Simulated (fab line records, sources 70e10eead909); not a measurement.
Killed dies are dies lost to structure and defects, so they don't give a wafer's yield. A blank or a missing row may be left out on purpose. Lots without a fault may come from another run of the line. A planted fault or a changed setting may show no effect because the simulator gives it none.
Chamber matching | flow nand_harc | NHARC_A_M0_CMP_23 on cmp-04: 4 sister chambers
The step polishes, t overpolish 20 s, target thk 113.75 nm. 4 wafers are shown with their chamber, then 12 later ones without.

WAFERS WITH THEIR CHAMBER
wafer  | chamber | motor_current_A (A)
L084.6 | 1       | 13.4
L086.1 | 0       | 12.0
L086.2 | 2       | 12.3
L086.3 | 3       | 11.4

WAFERS WITHOUT THEIR CHAMBER
wafer  | motor_current_A (A)
L092.1 | 13.4
L092.4 | 11.7
L092.5 | 11.1
L094.1 | 12.3
L094.2 | 12.3
L094.3 | 13.0
L096.1 | 12.9
L096.3 | 13.6
L096.5 | 12.2
L097.1 | 13.4
L097.5 | 11.3
L097.6 | 12.1

WHICH CHAMBER EACH WENT THROUGH
wafer  | from the rows above          | in truth
L092.1 | 1                            | 1
L092.4 | can't be placed: 3 or 0 or 2 | 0
L092.5 | 3                            | 3
L094.1 | can't be placed: 2 or 0      | 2
L094.2 | can't be placed: 2 or 0      | 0
L094.3 | can't be placed: 1 or 2      | 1
L096.1 | can't be placed: 1 or 2 or 0 | 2
L096.3 | 1                            | 1
L096.5 | can't be placed: 2 or 0      | 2
L097.1 | 1                            | 1
L097.5 | 3                            | 3
L097.6 | can't be placed: 0 or 2      | 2
Placed correctly: 5 of 12. Can't be placed from these rows: 7 (the true chamber is among the candidates in 7). Placed wrongly: 0.
How it was worked out, from the rows above alone: a wafer's distance from a chamber is the root of the sum, over the readings, of the square of ((its reading less the chamber's mean) divided by the reading's scatter). The wafer belongs to the nearest chamber; if the next one is less than 2 further off, it can't be placed. A chamber's mean is the mean of its shown wafers. The scatter: with one shown wafer a chamber, the root of the mean of the squares of how far each hidden wafer lies from its nearest shown one.
